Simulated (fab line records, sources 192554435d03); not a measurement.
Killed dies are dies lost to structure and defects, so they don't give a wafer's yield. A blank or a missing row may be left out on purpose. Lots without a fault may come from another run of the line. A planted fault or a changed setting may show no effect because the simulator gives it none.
A struck lot beside a sound one | flow n5_finfet | 36 steps out of a route of 1938
Sound: wafers L812.1, L812.3, L812.4. Struck: wafers L821.1, L821.3, L821.5. The cause comes at the end.
At each step with rows: each side's tool, then ch and its chambers, then its first start. Under that, the readings that differ: sound wafers | struck wafers | difference of the means | sigmas: that difference in standard deviations of wafers without a fault.
alike: readings whose means differ by less than 2 such deviations, and words and numbers that are the same on both sides. not compared: withheld readings, readings that some wafer has no value for, bounds like >300 that may hide the same value, and numbers for which the record gives no deviation and whose values overlap.
The two part at a step that has a row with sigmas, a row that says differs or no value, or rows on one side only. Numbers that don't overlap but have no deviation are shown without sigmas and don't part them. A reading that every wafer of one side lacks parts them only if that side has two wafers or more.

first, 9 steps without rows for these wafers: N5_BEOL_M4_ANNEAL_95 (time 240 s); N5_BEOL_M4_SPUTTER_96 (material Cu, target thk 4.5 nm, time 8.29 s); N5_BEOL_M4_ECD_50 (material Cu, target thk 300 nm); N5_BEOL_M4_ANNEAL_51 (time 90 s); N5_BEOL_M4_CMP_52 (polishes, stops on SiOC, t overpolish 6.8 s, target thk 40 nm); N5_BEOL_M4_PRE_CLEAN_60 (time 15 s); N5_BEOL_M4_CO_CAP_55 (material Co, precursor CCTBA/H2, target thk 2 nm, time 102.1 s); N5_BEOL_M4_PRE_CLEAN_56 (time 15 s); N5_BEOL_M4_DEP_57 (deposits SiCN from 3MS/NH3, target thk 8 nm, time 14 s).
N5_BEOL_M4_RC_MEAS_101:
  sound on prober-01 ch 0, day 8 13:20; struck on prober-02 ch 0, day 10 15:01
  reading        | sound          | struck         | difference | sigmas
  DIBL_P (mV/V)  | 34.8 33.9 34.9 | 36.2 40.8 38.3 | +3.9       | +2
  IOFF_N (nA/um) | 0.13 0.11 0.12 | 0.17 0.24 0.20 | +0.08      | +3
  IOFF_P (nA/um) | 0.16 0.14 0.15 | 0.22 0.31 0.25 | +0.11      | +3
  SS_P (mV/dec)  | 72.7 72.4 72.6 | 73.2 74.3 74.7 | +1.5       | +2
  VT_N (mV)      | 253 255 254    | 249 243 245    | -8         | -3
  alike: DIBL_N, ION_N, ION_P, SS_N, VT_P
then, 24 steps without rows for these wafers: N5_BEOL_M5_ILD_DEP_00 (deposits SiCOH lowk from DEMS/porogen, target thk 140.64 nm, time 25.9 s); N5_BEOL_M5_CURE_79 (cures SiCOH lowk, time 240 s); N5_BEOL_M5_PECVD_70 (deposits SiO2 from TEOS/O2, target thk 16 nm, time 18 s); N5_BEOL_M5_HM_DEP_02 (deposits TiN, target thk 20 nm); N5_BEOL_M5_COAT_59 (time 60 s, resist thk 60 nm); N5_BEOL_M5_COAT_60 (time 60 s, resist thk 12 nm); N5_BEOL_M5_COAT_71 (time 60 s, resist thk 5 nm); N5_BEOL_M5_COAT_05 (resist thk 30 nm); N5_BEOL_M5_EBR_07; N5_BEOL_M5_SOFTBAKE_06 (time 60 s); N5_BEOL_M5_EXPOSE_08 (exposes mask M5, target cd 28 nm); N5_BEOL_M5_PEB_09 (peb time 60 s); N5_BEOL_M5_DEVELOP_10 (develop time 30 s); N5_BEOL_M5_DESCUM_16 (chemistry O2, time 7 s); N5_BEOL_M5_ETCH_72 (etches underlayer in N2/H2, target depth 6.5 nm, time 5.2 s); N5_BEOL_M5_ETCH_61 (etches SiARC in CF4, target depth 15.6 nm, time 26 s); N5_BEOL_M5_ETCH_62 (etches SOC in N2/H2, target depth 75 nm, overetch 15 nm, time 112.5 s); N5_BEOL_M5_STRIP_63 (strips in N2/H2); N5_BEOL_M5_STRIP_73 (strips in N2/H2); N5_BEOL_M5_STRIP_64 (strips in CF4); N5_BEOL_M5_HM_OPEN_17 (chemistry Cl2/BCl3, target TiN, target depth 20 nm, overetch 6 nm); N5_BEOL_M5_STRIP_19 (strips in O2); N5_BEOL_M5_COAT_65 (time 60 s, resist thk 60 nm); N5_BEOL_M5_COAT_66 (time 60 s, resist thk 12 nm).
N5_BEOL_M6_VIA_ETCH_34: etches SiCOH lowk in C4F6/O2, target depth 126.3 nm, time 50.9 s.
  sound on rie_diel-01 ch 0,1,3, day 9 08:56; struck on rie_diel-03 ch 0,1,2, day 11 10:11
  no value came back on the struck wafers for any of 9 readings (C4F6_flow_sccm (sccm), O2_flow_sccm (sccm) and others); on the sound wafers C4F6_flow_sccm (sccm) reads 9.997 9.989 9.975
  reading                                    | sound          | struck      | difference | sigmas
  model.SiARC_of_BEOL_M6_COAT_64.thk_nm (nm) | 0 0 0          | 6.2 6.4 6.4 | +6.3       |
  model.SOC_of_BEOL_M6_COAT_63.thk_nm (nm)   | 53.6 53.8 53.8 | 59.8 60 60  | +6.2       |
-- the record jumps here: 3 days lie between the struck wafers' starts before and after (it left off in module BEOL_M6 and takes up again in module PASSIVATION, whose first step shown is number 1936 of the route) --
N5_PASSIVATION_PROBE_49:
  sound on prober-02, day 12 21:14; struck on prober-01, day 14 20:34
  reading                  | sound          | struck         | difference | sigmas
  defect_limited_yield (%) | 87.5 90.5 90.8 | 0 0 0          | -90        | -60
  killed_at_M0_to_M3       | 68 36 45       | 25 24 43       | -19        | -2
  killed_at_M4_up          | 19 10 12       | 1112 1109 1079 | +1086      | +99 or more
  killed_dies              | 148 112 109    | 1180 1180 1180 | +1057      | +62
  killed_on_rim            | 23 23 18       | 152 152 152    | +131       | +31
  sort_bin_5_function (%)  | 7.5 5.9 6.4    | 97.6 96.9 95.8 | +90.2      | +92
  sort_n_pass              | 1032 1068 1071 | 0 0 0          | -1057      | -62
  sort_yield_pct (%)       | 87.5 90.5 90.8 | 0 0 0          | -90        | -60
  alike: killed_at_contacts, killed_at_front_end, killed_at_other, killed_open, killed_short, sort_bin_6_memory

WHERE THEY PART
First at N5_BEOL_M4_RC_MEAS_101; last, within this record, at N5_PASSIVATION_PROBE_49.

WHY: what the simulator had put in
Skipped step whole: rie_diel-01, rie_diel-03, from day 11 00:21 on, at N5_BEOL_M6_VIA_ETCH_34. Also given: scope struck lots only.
